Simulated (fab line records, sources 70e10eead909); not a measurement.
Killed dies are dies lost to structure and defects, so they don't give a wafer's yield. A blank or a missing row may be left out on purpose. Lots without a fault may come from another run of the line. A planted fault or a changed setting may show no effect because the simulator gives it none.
fab line records | flow nand_harc
record lots=7 wafers=21 last_day=33
route steps=1302 shown P_GATE@127
lots that met no fault: from a run of the same line without faults
start_h: hours from the record's first day to the start of the lot's first wafer shown | wait_h: hours since the lot's step before | " the same as in the row above | L1.1+2: a row that stands for several wafers | - no value, or no start given | * or withheld: withheld | < > ~ a bound
route shown NAME@n: a module of which the file shows steps, and the number in the route of the first | usual: mean/standard deviation of fault-free wafers | same: alike in all rows | chamber/n: place in a boat | sites: the reading at each site | _std_site: their standard deviation | _edge_site: outer sites' mean less inner sites' | radius_mm: how far each site lies from the wafer's centre | mask NAME#n: copy n | behind: the tool/chamber that last shaped the wafer | hold: why the lot was held/for how many hours/how that ended | device: the transistor (n, p or np) that didn't switch | end of line: the same wafers' tests at the end of the route | a step without rows: its recipe alone | killed: dies lost to structure and defects at the first sort, not the wafer's yield | map: a wafer's dies, x killed, . not, _ none there
set.NAME: the setting as run; set.NAME@STEP: as run at that earlier step | model.NAME: the simulator's own value behind a step, which no gauge read
lots at some steps of the route; a table a step, a row a wafer
services: from which hour (start_h, from the record's first day; less than 0 if before it) a tool's chamber was out of use, for how many hours, and why
## steps
# step NHARC_P_GATE_PRECLEAN_71
# recipe time_s=* temp_c=50 bath_age_min=0 chemistry=SC1
# step NHARC_P_GATE_SRD_72
# step NHARC_P_GATE_OXIDE_16
# recipe target_thk_a=30 temp_c=875 ox_time_s=392 material=SiO2
# step NHARC_P_GATE_CVD_17
# recipe target_thk_a=1500 temp_c=620 time_s=900 material=poly-Si
# step NHARC_P_GATE_HM_DEP_102
# recipe target_thk_a=1200 temp_c=400 material=aC
# usual throttle_valve_pct=34.999/0.0096
# columns lot.wafer tool chamber start_h wait_h throttle_valve_pct
L515.3 acl_dep-02 0 109.49 0.6 34.975
L515.4 " 0 " " 35.010
L515.6 " 0 " " 34.997
L525.1 acl_dep-03 0 215.22 0.4 34.992
L525.2 " 0 " " 35.009
L525.6 " 0 " " 34.982
L526.2 acl_dep-01 0 219.35 0.5 35.005
L526.3 " 0 " " 34.998
L526.6 " 0 " " 34.985
L527.3 acl_dep-01 0 231.46 2.4 34.997
L527.4 " 0 " " 35.002
L527.6 " 0 " " 35.004
L530.1 acl_dep-03 0 259.95 0.6 35.015
L530.3 " 0 " " 35.008
L530.4 " 0 " " 34.994
L531.3 acl_dep-02 0 275.19 3.4 34.984
L531.4 " 0 " " 35.009
L531.5 " 0 " " 35.004
L534.2 acl_dep-02 0 298.07 0.5 35.002
L534.4 " 0 " " 35.018
L534.5 " 0 " " 34.999
# step NHARC_P_GATE_DEP_103
# recipe target_thk_a=300 target_thk_nm=30 temp_c=400 flow_sccm=200 rf_w=350 material=SiON
# usual heater_power_w=722/95 rf_fwd_power_W=348.3/1.2
# columns lot.wafer tool chamber start_h wait_h heater_power_w rf_fwd_power_W
L515.3 pecvd-02 0 109.94 0.3 781 347.6
L515.4 " 0 " " 772 347.1
L515.6 " 2 " " 794 347.6
L525.1 pecvd-03 1 215.93 0.6 680 351.0
L525.2 " 2 " " 612 346.6
L525.6 " 0 " " 636 348.5
L526.3 pecvd-03 0 219.93 0.4 691 349.6
L526.2 " 1 " " 692 348.9
L526.6 " 0 " " 690 348.5
L527.3 pecvd-03 1 231.91 0.3 687 348.9
L527.4 " 1 " " 675 347.8
L527.6 " 0 " " 617 348.3
L530.3 pecvd-03 0 260.63 0.4 564 350.0
L530.1 " 2 " " 594 348.1
L530.4 " 1 " " 702 349.6
L531.3 pecvd-01 1 275.67 0.4 832 348.5
L531.4 " 1 " " 848 348.1
L531.5 " 2 " " 726 349.5
L534.2 pecvd-02 0 298.66 0.5 883 348.3
L534.4 " 2 " " 826 348.4
L534.5 " 0 " " 880 348.1
# step NHARC_P_GATE_DEHYDRATE_18
# recipe temp_c=150 time_s=120
# step NHARC_P_GATE_HMDS_19
# recipe time_s=30
# step NHARC_P_GATE_COAT_20
# recipe spin_rpm=1500 resist_thk_nm=90
# step NHARC_P_GATE_SOFTBAKE_21
# recipe temp_c=105 time_s=55
# step NHARC_P_GATE_EBR_22
# step NHARC_P_GATE_EXPOSE_23
# recipe na=1.35 target_cd_nm=120 dose_mj=93.91 mask_id=P_GATE
# step NHARC_P_GATE_PEB_24
# recipe peb_temp_c=100 peb_time_s=65
# usual heater_power_total_W=156.6/0.41 plate_temp_C=99.99/0.12
# columns lot.wafer tool chamber start_h wait_h heater_power_total_W plate_temp_C
L515.3 litho_track-04 0 110.54 0.0 156.7 100.15
L515.4 " 0 " " 157.2 100.07
L515.6 " 0 " " 156.2 99.94
L525.1 litho_track-01 0 216.37 0.1 150.5 96.89
L525.2 " 0 " " 150.1 96.84
L525.6 " 0 " " 149.7 96.91
L526.2 litho_track-01 0 220.50 0.1 150.6 96.94
L526.3 " 0 " " 149.8 96.84
L526.6 " 0 " " 150.5 97.25
L527.3 litho_track-01 0 232.51 0.0 149.4 96.98
L527.4 " 0 " " 149.8 96.81
L527.6 " 0 " " 149.3 97.06
L530.1 litho_track-04 0 261.23 0.1 157.0 100.03
L530.3 " 0 " " 156.5 99.99
L530.4 " 0 " " 156.5 100.04
L531.3 litho_track-06 0 276.16 0.1 157.1 99.87
L531.4 " 0 " " 157.1 99.96
L531.5 " 0 " " 157.2 99.92
L534.2 litho_track-01 0 299.10 0.1 156.7 99.94
L534.4 " 0 " " 155.9 99.96
L534.5 " 0 " " 157.0 100.05
# step NHARC_P_GATE_DEVELOP_25
# recipe develop_time_s=35 dev_temp_c=23
# step NHARC_P_GATE_CD_MEAS_26
# recipe target_cd_nm=120 landing_energy_ev=500
# usual cd_nm=119.8/0.53
# columns lot.wafer tool chamber start_h wait_h hold cd_nm
L515.3 cd_sem-03 0 110.63 - - 119.0
L515.4 " 0 " " - 119.1
L515.6 " 0 " " - 119.3
L525.1 cd_sem-02 0 216.45 - await_dispo/0.2h/release 132.2
L525.2 " 0 " " await_dispo/0.2h/release 131.8
L525.6 " 0 " " await_dispo/0.2h/release 132.2
L525.1 cd_sem-02 0 - - - 132.4
L525.2 " 0 " " - 131.4
L525.6 " 0 " " - 132.2
L526.2 cd_sem-03 0 220.58 - await_dispo/0.2h/release 132.5
L526.3 " 0 " " await_dispo/0.2h/release 131.3
L526.6 " 0 " " await_dispo/0.2h/release 131.9
L526.2 cd_sem-03 0 - - - 132.0
L526.3 " 0 " " - 131.2
L526.6 " 0 " " - 131.9
L527.3 cd_sem-02 0 232.59 - await_dispo/0.2h/release 131.9
L527.4 " 0 " " await_dispo/0.2h/release 131.9
L527.6 " 0 " " await_dispo/0.2h/release 132.2
L527.3 cd_sem-02 0 - - - 132.1
L527.4 " 0 " " - 132.2
L527.6 " 0 " " - 132.4
L530.1 cd_sem-02 0 261.31 - - 119.8
L530.3 " 0 " " - 119.7
L530.4 " 0 " " - 119.7
L531.3 cd_sem-01 0 276.24 - - 119.5
L531.4 " 0 " " - 119.9
L531.5 " 0 " " - 119.5
L534.2 cd_sem-03 0 299.18 - - 120.1
L534.4 " 0 " " - 120.1
L534.5 " 0 " " - 120.3
# step NHARC_P_GATE_OVL_MEAS_27
# usual overlay_x_nm=0.0/0.94 overlay_y_nm=0.0/0.66
# columns lot.wafer tool chamber start_h wait_h hold overlay_x_nm overlay_y_nm
L515.3 overlay-01 - 110.71 - - 0.2 0.2
L515.4 " - " " - -0.1 0.2
L515.6 " - " " - 0.6 0.6
L525.1 overlay-02 - 219.15 - await_dispo/2.4h/release 0.0 -0.2
L525.2 " - " " await_dispo/2.4h/release -0.2 0.1
L525.6 " - " " await_dispo/2.4h/release -0.3 0.0
L526.2 overlay-02 - 223.29 - await_dispo/2.4h/release 0.5 -0.1
L526.3 " - " " await_dispo/2.4h/release 0.1 0.0
L526.6 " - " " await_dispo/2.4h/release 0.4 0.4
L527.3 overlay-02 - 237.67 - await_dispo/4.8h/release 0.3 -0.4
L527.4 " - " " await_dispo/4.8h/release 0.0 -0.5
L527.6 " - " " await_dispo/4.8h/release 0.0 -0.6
L530.1 overlay-01 - 261.40 - - -0.5 -1.6
L530.3 " - " " - 0.1 -0.8
L530.4 " - " " - -0.3 -1.4
L531.3 overlay-01 - 276.32 - - -0.2 0.0
L531.4 " - " " - -1.0 -0.5
L531.5 " - " " - -0.9 0.3
L534.2 overlay-01 - 299.27 - - -2.7 0.1
L534.4 " - " " - -2.3 0.2
L534.5 " - " " - -2.3 -0.5
# step NHARC_P_GATE_INSPECT_28
# usual raw_defect_count=6.5/2.6
# columns lot.wafer tool chamber start_h wait_h raw_defect_count
L515.3 defect_inspect-01 - 110.75 0.0 4
L515.4 " - " " 7
L515.6 " - " " 5
L525.1 defect_inspect-02 - 219.18 0.0 4
L525.2 " - " " 9
L525.6 " - " " 4
L526.2 defect_inspect-01 - 223.33 0.0 7
L526.3 " - " " 5
L526.6 " - " " 8
L527.3 defect_inspect-02 - 237.71 0.0 5
L527.4 " - " " 7
L527.6 " - " " 5
L530.1 defect_inspect-02 - 261.43 0.0 8
L530.3 " - " " 3
L530.4 " - " " 10
L531.3 defect_inspect-02 - 276.36 0.0 4
L531.4 " - " " 5
L531.5 " - " " 4
L534.2 defect_inspect-01 - 299.30 0.0 8
L534.4 " - " " 13
L534.5 " - " " 16
# step NHARC_P_GATE_DESCUM_31
# recipe time_s=3 o2_flow_sccm=200 ar_flow_sccm=0 bias_power_w=0 chemistry=O2
# usual drypump_motor_current_A=6.0/0.42 oes_product_au=1.002/0.0082 rf_vpp_V=57.8/0.85 showerhead_plenum_p_Torr=1.94/0.066 throttle_valve_pct=11.312/0.0094
# columns lot.wafer tool chamber start_h wait_h drypump_motor_current_A oes_product_au rf_hours_counter_h rf_vpp_V showerhead_plenum_p_Torr throttle_valve_pct model.P_GATE.cd_nm
L515.4 rie_diel-10 0 110.81 0.1 6.2 0.996 4 56.8 2.02 11.325 119.1
L515.3 " 2 " " 6.1 0.988 4 56.3 1.83 11.296 118.2
L515.6 " 1 " " 5.0 0.993 - 57.4 1.90 11.300 119.4
L526.2 rie_diel-06 2 223.39 0.1 6.4 1.015 7 58.2 2.05 11.334 131.8
L526.3 " 0 " " 5.8 1.005 7 59.0 1.91 11.309 130.8
L526.6 " 2 " " 6.4 1.010 - 57.7 2.05 11.313 131.2
L525.1 rie_diel-10 0 227.83 8.6 6.2 1.002 11 58.0 2.02 11.327 132.4
L525.2 " 1 " " 5.0 0.990 11 59.2 1.90 11.293 132
L525.6 " 3 " " 5.7 0.992 - 58.0 2.05 11.309 131.9
L527.3 rie_diel-10 1 237.81 0.1 5.0 1.010 0 57.2 1.90 11.319 132.3
L527.4 " 2 " " 6.1 1.012 0 56.9 1.83 11.324 131.9
L527.6 " 3 " " 5.8 1.003 - 58.5 2.05 11.323 132.6
L530.3 rie_diel-06 0 261.50 0.1 5.8 1.001 10 57.4 1.91 11.313 119.7
L530.1 " 2 " " 6.4 1.010 9 57.3 2.05 11.319 120.6
L530.4 " 3 " " 5.6 0.993 9 57.9 1.96 11.317 120.2
L531.3 rie_diel-12 3 276.44 0.1 6.4 1.000 2 57.5 1.93 11.316 119.8
L531.5 " 1 " " 5.7 1.005 - 58.5 1.86 11.299 119.1
L531.4 " 3 " " 6.4 1.001 - 58.4 1.93 11.310 120.4
L534.2 rie_diel-06 2 299.36 0.1 6.4 1.000 0 56.8 2.05 11.325 120
L534.4 " 1 " " 5.5 1.003 0 57.3 1.98 11.304 120.2
L534.5 " 2 " " 6.4 0.997 - 58.5 2.05 11.316 120.5
# step NHARC_P_GATE_ETCH_104
# recipe target_depth_a=600 time_s=withheld cf4_flow_sccm=100 chf3_flow_sccm=30 ar_flow_sccm=0 rf_w=500 bias_w=200 chemistry=CF4/CHF3
# usual drypump_motor_current_A=5.9/0.45 oes_product_au=0.953/0.021 rf_fwd_power_W=492.0/3 rf_vpp_V=371.2/1.8 showerhead_plenum_p_Torr=1.59/0.051 throttle_valve_pct=16.802/0.0086
# columns lot.wafer tool chamber start_h wait_h drypump_motor_current_A oes_product_au rf_fwd_power_W rf_vpp_V showerhead_plenum_p_Torr throttle_valve_pct
L515.3 rie_diel-10 1 110.89 0.1 5.0 0.930 491.0 370.9 1.57 16.799
L515.4 " 3 " " 5.8 0.926 489.0 374.2 1.69 16.788
L515.6 " 2 " " 6.0 0.925 494.0 369.4 1.51 16.790
L526.3 rie_diel-06 2 223.48 0.1 6.4 0.923 485.6 374.8 1.68 16.818
L526.2 " 3 " " 5.6 0.922 492.5 370.7 1.61 16.801
L526.6 " 2 " " 6.4 0.933 486.3 373.6 1.68 16.806
L525.2 rie_diel-10 1 227.90 0.1 5.0 0.916 493.3 371.8 1.56 16.812
L525.1 " 0 " " 6.2 0.934 495.4 372.0 1.65 16.798
L525.6 " 1 " " 5.0 0.921 490.4 370.2 1.57 16.808
L527.4 rie_diel-10 0 237.89 0.1 6.2 0.965 492.9 373.1 1.65 16.805
L527.3 " 1 " " 5.0 0.972 489.5 368.8 1.56 16.795
L527.6 " 2 " " 6.1 0.983 493.0 368.7 1.51 16.797
L530.3 rie_diel-06 2 261.58 0.1 6.4 0.973 488.9 373.5 1.68 16.797
L530.1 " 3 " " 5.6 0.978 491.7 372.7 1.61 16.808
L530.4 " 1 " " 5.4 0.955 495.5 373.2 1.63 16.816
L531.3 rie_diel-12 2 276.52 0.1 5.8 0.957 490.7 371.7 1.61 16.807
L531.5 " 2 " " 5.8 0.959 492.5 372.1 1.61 16.791
L531.4 " 1 " " 5.7 0.967 494.5 370.0 1.53 16.803
L534.4 rie_diel-06 1 299.45 0.1 5.5 0.983 495.4 373.8 1.63 16.804
L534.2 " 3 " " 5.6 0.951 494.1 372.4 1.61 16.807
L534.5 " 1 " " 5.4 0.985 495.5 371.7 1.63 16.812
# step NHARC_P_GATE_HM_OPEN_105
# recipe target_depth_a=3600 o2_flow_sccm=400 cos_flow_sccm=20 ar_flow_sccm=0 rf_w=500 bias_w=300 chemistry=O2/COS
# step NHARC_P_GATE_STRIP_106
# recipe o2_flow_sccm=400 cos_flow_sccm=20 ar_flow_sccm=0 bias_w=0 chemistry=O2/COS
# step NHARC_P_GATE_ETCH_114
# recipe target_depth_a=300 overetch_a=30 time_s=16.5 ion_energy_ev=100 cf4_flow_sccm=80 o2_flow_sccm=20 ar_flow_sccm=0 rf_w=300 bias_w=100 chemistry=CF4/O2
# usual drypump_motor_current_A=5.9/0.43 oes_product_au=1.001/0.0085 rf_fwd_power_W=294.2/1.7 rf_vpp_V=198.1/1.1 showerhead_plenum_p_Torr=1.35/0.043 throttle_valve_pct=13.398/0.01
# columns lot.wafer tool chamber start_h wait_h drypump_motor_current_A oes_product_au rf_fwd_power_W rf_hours_counter_h rf_vpp_V showerhead_plenum_p_Torr throttle_valve_pct
L515.4 rie_diel-10 0 - - 6.2 0.998 296.1 4 199.5 1.41 13.406
L515.3 " 2 " " 6.1 0.992 294.7 4 196.6 1.28 13.386
L515.6 " 0 " " 6.2 1.009 295.5 - 199.3 1.41 13.392
L526.2 rie_diel-06 1 - - 5.4 1.013 294.0 7 199.4 1.38 13.392
L526.3 " 2 " " 6.4 1.014 292.8 7 199.2 1.43 13.409
L526.6 " 0 " " 5.8 1.006 292.7 - 196.3 1.33 13.406
L525.2 rie_diel-10 2 - - 6.0 0.998 292.1 11 194.9 1.28 13.413
L525.1 " 3 " " 5.7 0.999 292.1 10 199.9 1.43 13.390
L525.6 " 2 " " 6.1 1.008 292.6 - 196.9 1.28 13.397
L527.4 rie_diel-10 2 - - 6.1 1.002 292.0 0 195.9 1.28 13.391
L527.3 " 3 " " 5.7 1.002 294.0 0 200.3 1.43 13.384
L527.6 " 3 " " 5.7 1.003 292.2 - 200.2 1.43 13.402
L530.3 rie_diel-06 0 - - 5.8 0.994 292.9 10 196.9 1.33 13.400
L530.4 " 1 " " 5.4 0.997 294.8 10 199.0 1.38 13.396
L530.1 " 2 " " 6.4 0.997 290.9 9 199.6 1.43 13.408
L531.3 rie_diel-12 2 - - 5.8 0.994 293.0 3 198.3 1.37 13.396
L531.4 " 3 " " 6.3 1.007 292.0 - 198.3 1.35 13.393
L531.5 " 1 " " 5.7 1.005 295.0 - 197.8 1.30 13.401
L534.2 rie_diel-06 2 - - 6.4 0.984 292.8 0 199.0 1.43 13.398
L534.4 " 1 " " 5.4 0.988 296.9 0 196.6 1.38 13.413
L534.5 " 2 " " 6.4 0.992 293.4 - 199.0 1.43 13.392
# step NHARC_P_GATE_ETCH_32
# recipe target_depth_a=1500 over_etch_frac=1 over_etch_ion_energy_ev=40 time_s=100.1 hbr_flow_sccm=150 cl2_flow_sccm=50 rf_w=400 icp_w=400 bias_w=100 chemistry=HBr/Cl2
# usual drypump_motor_current_A=5.8/0.6 oes_product_au=0.997/0.0067 rf_fwd_power_W=397.2/1.4 throttle_valve_pct=26.404/0.0087
# columns lot.wafer tool chamber start_h wait_h drypump_motor_current_A oes_product_au rf_fwd_power_W rf_hours_counter_h throttle_valve_pct model.P_GATE.cd_nm
L515.3 rie_si-06 2 111.33 - 6.0 0.992 394.6 0.3 26.409 118.2
L515.4 " 0 " " 6.5 1.003 396.8 0.4 26.404 122.7
L515.6 " 2 " " 6.0 0.985 395.6 - 26.414 121.7
L526.2 rie_si-06 3 223.85 - 5.7 1.014 398.3 1.1 26.405 132.7
L526.3 " 1 " " 4.6 0.999 395.0 1.2 26.401 134.2
L526.6 " 3 " " 5.6 1.011 400.1 - 26.406 135.2
L525.2 rie_si-06 3 234.03 - 5.6 1.010 399.8 1.1 26.391 134
L525.1 " 0 " " 6.5 1.003 396.3 1.0 26.402 134.1
L525.6 " 2 " " 6.0 0.995 398.3 - 26.408 132.3
L527.4 rie_si-02 3 238.31 - 5.1 0.994 397.0 0.8 26.393 133.5
L527.3 " 0 " " 5.6 0.993 397.2 0.8 26.409 131.4
L527.6 " 1 " " 6.0 0.980 398.0 - 26.403 130.6
L530.4 rie_si-02 0 262.40 - 5.6 0.991 396.2 0.0 26.397 119.2
L530.3 " 2 " " 6.5 1.002 397.4 0.0 26.408 120.2
L530.1 " 3 " " 5.1 0.988 398.3 0.0 26.390 120.7
L531.4 rie_si-06 0 276.97 - 6.5 0.997 396.4 0.2 26.406 122.6
L531.3 " 1 " " 4.7 0.994 397.5 0.3 26.399 122.2
L531.5 " 3 " " 5.6 1.000 398.2 - 26.410 118.1
L534.2 rie_si-05 1 299.84 - 6.6 1.003 396.8 0.1 26.406 119.4
L534.4 " 3 " " 6.1 0.998 400.0 0.1 26.402 119.4
L534.5 " 0 " " 5.5 0.993 396.4 - 26.413 119.4
# step NHARC_P_GATE_STRIP_108
# recipe o2_flow_sccm=500 ar_flow_sccm=0 bias_w=0 chemistry=O2
# usual drypump_motor_current_A=5.8/0.46 oes_product_au=1.000/0.0074 rf_vpp_V=58.1/0.89 showerhead_plenum_p_Torr=3.58/0.13 throttle_valve_pct=17.037/0.0086
# columns lot.wafer tool chamber start_h wait_h drypump_motor_current_A oes_product_au rf_hours_counter_h rf_vpp_V showerhead_plenum_p_Torr throttle_valve_pct
L515.4 rie_diel-10 2 111.52 - 6.1 1.008 4 58.9 3.39 17.025
L515.3 " 3 " " 5.8 1.002 3 57.5 3.78 17.035
L515.6 " 0 " " 6.2 0.993 - 56.4 3.71 17.044
L526.2 rie_diel-12 2 224.03 - 5.8 1.002 6 57.5 3.62 17.026
L526.3 " 3 " " 6.4 1.003 7 58.1 3.57 17.038
L526.6 " 1 " " 5.6 1.006 - 58.0 3.44 17.038
L525.2 rie_diel-10 2 234.26 - 6.1 0.998 11 58.4 3.39 17.038
L525.1 " 0 " " 6.2 1.004 11 60.3 3.70 17.044
L525.6 " 2 " " 6.1 0.998 - 57.6 3.39 17.033
L527.4 rie_diel-10 0 238.47 - 6.2 1.017 0 56.4 3.70 17.039
L527.3 " 1 " " 5.0 1.002 0 56.6 3.51 17.043
L527.6 " 3 " " 5.8 1.006 - 58.1 3.77 17.031
L530.3 rie_diel-12 3 262.56 - 6.3 1.002 0 57.7 3.57 17.048
L530.1 " 0 " " 6.7 1.007 1 58.5 3.45 17.038
L530.4 " 1 " " 5.7 1.002 1 57.2 3.44 17.045
L531.3 rie_diel-10 2 277.13 - 6.1 1.008 3 57.3 3.38 17.035
L531.4 " 3 " " 5.7 0.996 3 57.9 3.77 17.047
L531.5 " 1 " " 5.0 0.998 - 56.7 3.51 17.047
L534.4 rie_diel-06 1 300.00 - 5.5 0.995 0 56.2 3.65 17.025
L534.2 " 3 " " 5.6 0.989 0 58.3 3.60 17.057
L534.5 " 1 " " 5.5 1.001 - 58.3 3.65 17.037
## services
# columns tool chamber start_h hours kind
acl_dep-03 - 94.43 13.0 pm
pecvd-03 2 94.76 15.6 repair
rie_diel-06 - 106.23 9.0 pm
rie_si-06 0 126.16 4.3 repair
rie_si-02 3 128.06 6.7 repair
litho_track-01 - 131.00 7.0 pm
rie_diel-10 3 133.18 8.8 repair
pecvd-03 - 133.73 1.3 repair
pecvd-03 - 161.12 13.0 pm
acl_dep-01 - 165.32 13.0 pm
rie_si-06 0 178.06 1.3 repair
litho_track-04 - 179.00 7.0 pm
pecvd-03 2 191.93 15.7 repair
pecvd-02 - 203.00 13.0 pm
acl_dep-03 - 203.40 1.9 repair
acl_dep-02 - 217.49 13.0 pm
rie_diel-10 - 218.81 9.0 pm
rie_si-06 - 225.00 9.0 pm
pecvd-03 1 235.21 10.9 repair
rie_diel-12 - 244.40 9.0 pm
rie_si-02 - 245.68 0.3 repair
rie_si-02 - 252.10 0.8 repair
rie_diel-06 - 283.23 9.0 pm
pecvd-03 0 284.32 4.2 repair
## key
first_sign step=NHARC_P_GATE_PEB_24 reading=plate_temp_C direction=down sigmas=25 usual=* struck=*
effect step=NHARC_P_GATE_PEB_24 reading=heater_power_total_W direction=down sigmas=16 usual=* struck=*
effect step=NHARC_P_GATE_CD_MEAS_26 reading=visit direction=added
effect step=NHARC_P_GATE_CD_MEAS_26 reading=cd_nm direction=up sigmas=23 usual=119.8 struck=132.0
model_effect step=NHARC_P_GATE_DESCUM_31 value=P_GATE.cd_nm without=120.2 struck=131.9
model_effect step=NHARC_P_GATE_ETCH_32 value=P_GATE.cd_nm without=121.4 struck=133.1
met_at NHARC_P_GATE_PEB_24
struck_wafers L525.1,L525.2,L525.6,L526.2,L526.3,L526.6,L527.3,L527.4,L527.6
sort_left_out L525.1,L525.2,L525.6,L526.2,L526.3,L526.6,L527.3,L527.4,L527.6
tester_left_out L525,L526,L527
fault kind=process_parameter_drift tool=litho_track-01 chamber=- onset_h=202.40 steps=NHARC_P_GATE_PEB_24 channel=peb_temp_c offset=* shape=step end_h=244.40 acts_in=* stated=*
# tester_left_out: of these lots the tester's yield and bins aren't shown, on N5 and GAA mostly nor the transistor test; their killed dies are dies lost to structure and defects alone, not to doping, threshold or leakage, so they don't give the yield
# sort_left_out: the simulated sort isn't trusted on such a fault, so these wafers' sort isn't shown, and their yield isn't known
